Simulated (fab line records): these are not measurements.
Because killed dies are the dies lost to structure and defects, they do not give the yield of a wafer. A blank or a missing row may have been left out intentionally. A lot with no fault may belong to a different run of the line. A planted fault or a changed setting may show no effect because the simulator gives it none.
fab line records ; flow nand-harc ; part 2 of 2: steps 5 to 6 of 6
record lots=23; wafers=69; last-day=34
route steps=1302 shown A_STAIRCASE@869 A_SLIT@939 A_WL_FILL@954
lots with no fault: from the same line, run without faults
start-h: the number of hours between the record's first day and the start of the first shown wafer of the lot ; wait-h: hours since the lot's step before ; " same as the row above ; L1.1+2: a row that stands for several wafers ; - value missing, or start not given ; * or withheld: withheld ; < > ~ a bound
route shown NAME@n: NAME is a module with steps in the file, n the number in the route of the first one ; usual: mean/standard deviation of fault-free wafers ; same: alike in all rows ; chamber/n: place in a boat ; sites: readings site by site ; _std_site: standard deviation of those values ; _edge_site: mean of outer sites minus mean of inner sites ; radius-mm: how far each site lies from the wafer's centre ; mask NAME#n: copy n ; behind: the last tool/chamber to shape the wafer ; hold: what put the lot on hold/how long, in hours/how the hold closed ; device: the n, p or np transistor that did not switch ; end of line: at the end of the route, the tests of the same wafers ; a step with no rows: only its recipe ; killed: dies lost to structure and defects at the first sort, not the wafer's yield ; map: shows each die of a wafer: x if killed, . if not, _ if none is there
set.NAME: setting as actually run; set.NAME@STEP: the setting as run at that earlier step ; model.NAME: the simulator's own value behind a step, which no gauge read
one table for each step of the route and one row for each wafer, over a sample of lots
services: from which hour (start-h, from the record's first day; less than 0 if before it) a tool's chamber was out of use, for how many hours, and why
## steps
# step NHARC_A_SLIT_ETCH_26
# recipe bias-v=400; source-w=2000; pressure-mtorr=25; time-s=90; ar-flow-sccm=375; c4f8-flow-sccm=41.7; o2-flow-sccm=83.3; target-depth-a=4000; chemistry=C4F8/O2/Ar
# usual bias-v=400/3.6; drypump-motor-current-A=5.8/0.51; oes-air-line-au=0.999/0.021; showerhead-plenum-p-Torr=3.68/0.18; throttle-valve-pct=27.619/0.0093
lot.wafer;tool;chamber;start-h;wait-h;bias-v;drypump-motor-current-A;oes-air-line-au;rf-hours-counter-h;showerhead-plenum-p-Torr;throttle-valve-pct
L075.1;har-etch-01;0;462.26;3.0;399;5.9;1.008;255;3.56;27.609
L075.4;har-etch-01;0;462.26;3.0;402;5.9;1.001;-;3.56;27.623
L075.3;har-etch-01;1;462.26;3.0;397;6.5;1.003;-;3.47;27.621
L074.1;har-etch-02;0;466.00;3.1;410;5.0;0.988;46;3.73;27.607
L074.2;har-etch-02;1;466.00;3.1;400;5.9;0.974;46;3.95;27.617
L074.5;har-etch-02;0;466.00;3.1;395;5.0;1.035;-;3.73;27.627
L076.2;har-etch-01;1;468.27;3.0;404;6.5;0.986;259;3.46;27.624
L076.5;har-etch-01;1;468.27;3.0;400;6.5;0.983;-;3.46;27.617
L076.6;har-etch-01;0;468.27;3.0;399;5.9;1.021;-;3.56;27.612
L077.2;har-etch-02;1;486.81;3.0;397;5.9;1.033;57;3.95;27.604
L077.1;har-etch-02;0;486.81;3.0;401;5.0;1.005;57;3.72;27.602
L077.4;har-etch-02;0;486.81;3.0;401;5.0;0.969;-;3.72;27.622
L078.3;har-etch-01;1;487.42;1.9;395;6.5;0.987;-;3.46;27.624
L078.4;har-etch-01;0;487.42;1.9;403;5.9;1.017;-;3.55;27.604
L078.6;har-etch-01;0;487.42;1.9;398;5.9;1.028;-;3.55;27.621
L079.2;har-etch-01;1;505.36;3.0;406;6.5;0.987;278;3.45;27.639
L079.1;har-etch-01;0;505.36;3.0;398;5.9;1.001;278;3.55;27.623
L079.6;har-etch-01;1;505.36;3.0;399;6.5;0.992;-;3.45;27.608
L080.1;har-etch-02;0;507.08;3.1;403;5.0;0.981;69;3.71;27.615
L080.4;har-etch-02;0;507.08;3.1;403;5.0;0.991;-;3.71;27.627
L080.6;har-etch-02;1;507.08;3.1;394;5.8;0.978;-;3.94;27.627
L081.1;har-etch-02;1;521.13;3.0;402;5.9;1.023;76;3.94;27.631
L081.4;har-etch-02;0;521.13;3.0;403;5.0;1.004;-;3.71;27.617
L081.6;har-etch-02;1;521.13;3.0;405;5.9;1.032;-;3.94;27.617
L082.2;har-etch-02;1;543.07;3.0;406;5.9;1.004;88;3.93;27.639
L082.1;har-etch-02;0;543.07;3.0;404;5.0;1.004;88;3.70;27.601
L082.4;har-etch-02;1;543.07;3.0;401;5.9;1.002;-;3.93;27.612
L083.2;har-etch-02;0;556.50;2.5;400;5.0;1.005;95;3.70;27.636
L083.4;har-etch-02;1;556.50;2.5;403;5.9;0.975;-;3.93;27.625
L083.5;har-etch-02;0;556.50;2.5;406;5.0;1.009;-;3.70;27.595
L086.2;har-etch-01;1;559.28;2.9;405;6.5;1.036;309;3.44;27.633
L086.1;har-etch-01;0;559.28;2.9;399;5.9;1.006;309;3.53;27.623
L086.4;har-etch-01;1;559.28;2.9;401;6.5;1.030;-;3.44;27.614
L084.2;har-etch-02;0;560.28;2.4;402;5.1;0.966;99;3.70;27.601
L084.4;har-etch-02;1;560.28;2.4;398;5.8;1.026;-;3.92;27.617
L084.3;har-etch-02;0;560.28;2.4;395;5.0;0.995;-;3.70;27.623
L085.1;har-etch-01;0;567.25;2.4;403;5.9;1.007;317;3.53;27.620
L085.6;har-etch-01;1;567.25;2.4;395;6.5;1.019;-;3.43;27.622
L085.5;har-etch-01;0;567.25;2.4;404;5.9;1.024;-;3.53;27.625
L087.2;har-etch-02;1;589.16;3.0;402;5.9;1.006;114;3.91;27.617
L087.4;har-etch-02;1;589.16;3.0;400;5.9;0.990;-;3.91;27.624
L087.6;har-etch-02;1;589.16;3.0;397;5.9;0.981;-;3.91;27.615
L088.1;har-etch-01;1;592.11;2.5;395;6.5;0.996;328;3.43;27.637
L088.3;har-etch-01;0;592.11;2.5;401;5.9;1.018;-;3.52;27.612
L088.4;har-etch-01;1;592.11;2.5;397;6.5;0.972;-;3.43;27.629
L089.4;har-etch-01;1;595.94;1.9;402;6.5;1.000;-;3.43;27.624
L089.3;har-etch-01;0;595.94;1.9;397;5.9;1.025;-;3.52;27.638
L089.5;har-etch-01;1;595.94;1.9;402;6.5;1.022;-;3.42;27.616
L091.3;har-etch-01;0;612.36;3.7;403;5.9;1.014;-;3.51;27.619
L091.5;har-etch-01;0;612.36;3.7;397;5.9;0.984;-;3.51;27.619
L091.6;har-etch-01;0;612.36;3.7;400;5.9;0.985;-;3.51;27.622
L092.1;har-etch-02;1;644.83;2.4;396;5.9;1.035;145;3.90;27.626
L092.5;har-etch-02;0;644.83;2.4;395;5.0;1.006;-;3.67;27.627
L092.6;har-etch-02;1;644.83;2.4;405;5.9;1.003;-;3.90;27.634
L094.2;har-etch-01;1;646.44;3.1;399;6.5;1.040;347;3.98;27.614
L094.5;har-etch-01;1;646.44;3.1;404;6.4;0.995;-;3.98;27.622
L094.6;har-etch-01;0;646.44;3.1;404;5.9;0.984;-;3.50;27.616
L093.2;har-etch-02;1;648.62;3.0;401;5.9;1.007;149;3.89;27.634
L093.3;har-etch-02;0;648.62;3.0;403;5.0;0.960;-;3.67;27.611
L093.6;har-etch-02;1;648.62;3.0;406;5.9;0.971;-;3.89;27.622
L096.1;har-etch-01;0;665.26;3.0;400;5.9;0.977;377;3.49;27.621
L096.3;har-etch-01;1;665.26;3.0;398;6.5;0.980;-;3.97;27.607
L096.6;har-etch-01;0;665.26;3.0;399;5.9;1.012;-;3.49;27.618
L095.2;har-etch-02;1;665.49;2.5;406;5.9;1.006;164;3.88;27.621
L095.3;har-etch-02;1;665.49;2.5;405;5.8;0.984;-;3.88;27.635
L095.6;har-etch-02;0;665.49;2.5;402;5.0;0.994;-;3.66;27.607
L097.2;har-etch-02;0;692.37;3.0;402;5.0;0.982;175;3.65;27.617
L097.6;har-etch-02;0;692.37;3.0;400;5.0;1.018;-;3.65;27.619
L097.5;har-etch-02;1;692.37;3.0;399;5.9;0.965;-;3.88;27.619
# step NHARC_A_WL_FILL_ALD_02
# recipe target-thk-a=20; pulse-time-s=3; ald-cycles=100; temp-c=450; material=TiN
# usual heater-power-w=1049/54; precursor-pulse-height-rel=1.001/0.02
# same ald-cycles=100
lot.wafer;tool;chamber;start-h;wait-h;heater-power-w;precursor-pulse-height-rel
L075.3;ald-metal-02;2;471.01;0.2;1140;1.001
L075.1;ald-metal-02;3;471.01;0.2;1109;0.999
L075.4;ald-metal-02;0;471.01;0.2;975;1.010
L074.2;ald-metal-01;1;474.59;0.2;1052;1.006
L074.1;ald-metal-01;3;474.59;0.2;1093;0.989
L074.5;ald-metal-01;0;474.59;0.2;958;0.986
L076.2;ald-metal-03;1;479.40;0.3;1037;0.990
L076.6;ald-metal-03;2;479.40;0.3;1014;0.996
L076.5;ald-metal-03;3;479.40;0.3;974;1.052
L077.2;ald-metal-03;0;495.42;0.2;1136;0.967
L077.1;ald-metal-03;1;495.42;0.2;1050;1.003
L077.4;ald-metal-03;2;495.42;0.2;1068;0.966
L078.3;ald-metal-01;1;495.43;0.1;1065;1.030
L078.4;ald-metal-01;2;495.43;0.1;1003;1.014
L078.6;ald-metal-01;1;495.43;0.1;1074;0.980
L079.2;ald-metal-03;2;513.89;0.2;1018;0.987
L079.1;ald-metal-03;0;513.89;0.2;1082;0.984
L079.6;ald-metal-03;3;513.89;0.2;985;0.997
L080.1;ald-metal-03;0;515.66;0.2;1123;0.977
L080.4;ald-metal-03;2;515.66;0.2;1049;0.994
L080.6;ald-metal-03;0;515.66;0.2;1142;0.995
L081.1;ald-metal-03;1;530.14;0.3;1045;1.041
L081.6;ald-metal-03;2;530.14;0.3;1020;0.980
L081.4;ald-metal-03;0;530.14;0.3;1143;0.997
L082.1;ald-metal-02;3;551.67;0.2;1089;0.990
L082.2;ald-metal-02;0;551.67;0.2;1002;1.017
L082.4;ald-metal-02;2;551.67;0.2;1177;1.003
L083.2;ald-metal-03;1;565.11;0.2;1041;1.044
L083.4;ald-metal-03;1;565.11;0.2;1056;0.987
L083.5;ald-metal-03;2;565.11;0.2;1041;0.979
L084.2;ald-metal-01;1;567.89;0.2;1011;1.001
L084.3;ald-metal-01;2;567.89;0.2;1100;0.974
L084.4;ald-metal-01;3;567.89;0.2;1050;1.029
L086.2;ald-metal-03;2;567.93;0.2;1046;1.009
L086.1;ald-metal-03;0;567.93;0.2;1112;0.996
L086.4;ald-metal-03;0;567.93;0.2;1098;1.037
L085.1;ald-metal-03;2;578.49;0.2;991;1.015
L085.5;ald-metal-03;2;578.49;0.2;1027;1.017
L085.6;ald-metal-03;0;578.49;0.2;1115;0.968
L087.2;ald-metal-03;0;597.75;0.2;1187;1.046
L087.4;ald-metal-03;2;597.75;0.2;1023;0.952
L087.6;ald-metal-03;2;597.75;0.2;1009;0.993
L088.4;ald-metal-02;0;600.85;0.1;959;1.027
L088.3;ald-metal-02;1;600.85;0.1;1024;0.983
L088.1;ald-metal-02;2;600.85;0.1;1164;1.005
L089.4;ald-metal-01;2;604.53;0.1;1073;0.964
L089.3;ald-metal-01;0;604.53;0.1;953;0.979
L089.5;ald-metal-01;2;604.53;0.1;1070;1.005
L091.3;ald-metal-02;3;621.13;0.2;1060;0.971
L091.6;ald-metal-02;1;621.13;0.2;1005;1.014
L091.5;ald-metal-02;2;621.13;0.2;1137;1.006
L092.1;ald-metal-01;2;653.32;0.2;1043;1.015
L092.6;ald-metal-01;2;653.32;0.2;1062;0.995
L092.5;ald-metal-01;3;653.32;0.2;1044;1.013
L094.2;ald-metal-03;0;655.04;0.2;1126;1.024
L094.5;ald-metal-03;0;655.04;0.2;1133;0.996
L094.6;ald-metal-03;1;655.04;0.2;1061;0.976
L093.2;ald-metal-02;0;658.20;0.2;1001;1.014
L093.3;ald-metal-02;2;658.20;0.2;1090;1.020
L093.6;ald-metal-02;3;658.20;0.2;1090;0.976
L095.3;ald-metal-01;3;673.94;0.1;1050;1.016
L095.2;ald-metal-01;2;673.94;0.1;1041;1.014
L095.6;ald-metal-01;0;673.94;0.1;1003;1.017
L096.3;ald-metal-02;2;674.14;0.3;1101;1.001
L096.1;ald-metal-02;0;674.14;0.3;989;0.982
L096.6;ald-metal-02;2;674.14;0.3;1146;0.962
L097.2;ald-metal-02;1;704.96;0.2;1018;1.011
L097.6;ald-metal-02;3;704.96;0.2;1104;1.027
L097.5;ald-metal-02;0;704.96;0.2;992;0.979
## services
tool;chamber;start-h;hours;kind
plasma-asher-02;-;428.72;9.0;pm
rie-diel-01;1;431.94;13.4;repair
ald-metal-03;0;437.49;4.4;repair
ald-metal-03;3;440.62;12.7;repair
plasma-asher-01;-;481.88;2.0;repair
rie-diel-13;1;492.24;6.6;repair
rie-diel-13;0;495.00;16.7;repair
plasma-asher-01;-;498.88;1.6;repair
plasma-asher-01;-;519.42;9.0;pm
ald-metal-03;3;521.33;241.6;repair
rie-diel-01;-;557.90;9.0;pm
rie-diel-02;-;573.51;9.0;pm
ald-metal-03;0;581.26;6.3;repair
ald-metal-03;1;595.45;2.4;repair
rie-diel-02;0;596.15;36.8;repair
plasma-asher-01;-;601.05;3.2;repair
rie-diel-01;-;602.36;3.7;repair
plasma-asher-02;-;605.72;9.0;pm
rie-diel-13;0;622.90;4.5;repair
rie-diel-01;1;684.60;2.9;repair
rie-diel-13;3;696.02;6.8;repair
rie-diel-13;-;696.06;9.0;pm
plasma-asher-01;-;696.42;9.0;pm
rie-diel-02;2;699.52;17.1;repair
